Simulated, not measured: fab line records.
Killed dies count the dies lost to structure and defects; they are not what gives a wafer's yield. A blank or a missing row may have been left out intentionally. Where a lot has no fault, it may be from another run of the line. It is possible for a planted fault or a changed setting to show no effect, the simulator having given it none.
Chamber matching :: flow n5Finfet :: N5_BEOL_M15_ETCH_61 on rieDiel-04: 4 sister chambers
The step etches BARC in N2/H2, target depth 89 nm, overetch 26.7 nm, time 67.9 s. 4 wafers are shown with their chamber, then 6 later ones without.

## EACH WAFER AND ITS CHAMBER
wafer: L590.6
chamber: 2
drypumpMotorCurrentA (A): 5.0

wafer: L592.1
chamber: 1
drypumpMotorCurrentA (A): 6.1

wafer: L592.5
chamber: 0
drypumpMotorCurrentA (A): 5.1

wafer: L592.6
chamber: 3
drypumpMotorCurrentA (A): 5.3

## WAFERS WITHOUT THEIR CHAMBER
wafer: L595.1
drypumpMotorCurrentA (A): 5.2

wafer: L595.2
drypumpMotorCurrentA (A): 5.0

wafer: L595.6
drypumpMotorCurrentA (A): 6.1

wafer: L600.1
drypumpMotorCurrentA (A): 5.3

wafer: L600.3
drypumpMotorCurrentA (A): 5.1

wafer: L600.6
drypumpMotorCurrentA (A): 5.3

## CHAMBER TAKEN BY EACH
wafer: L595.1
from the rows above: can't be placed: 3 or 0
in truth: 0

wafer: L595.2
from the rows above: 2
in truth: 2

wafer: L595.6
from the rows above: 1
in truth: 1

wafer: L600.1
from the rows above: 3
in truth: 3

wafer: L600.3
from the rows above: 0
in truth: 0

wafer: L600.6
from the rows above: 3
in truth: 3
5 of 6 placed correctly. These rows do not allow placing 1 (true chamber among the candidates in 1). 0 placed wrongly.
How it was worked out, from the rows above alone: a wafer's distance from a chamber is the root of the sum, over the readings, of the square of ((its reading less the chamber's mean) divided by the reading's scatter). If the next closest chamber is less than 2 further off than the closest, the wafer can't be placed; otherwise it belongs to the closest. A chamber's mean is the mean of its shown wafers. The scatter: with one shown wafer a chamber, the root of the mean of the squares of how far each hidden wafer lies from its nearest shown one.
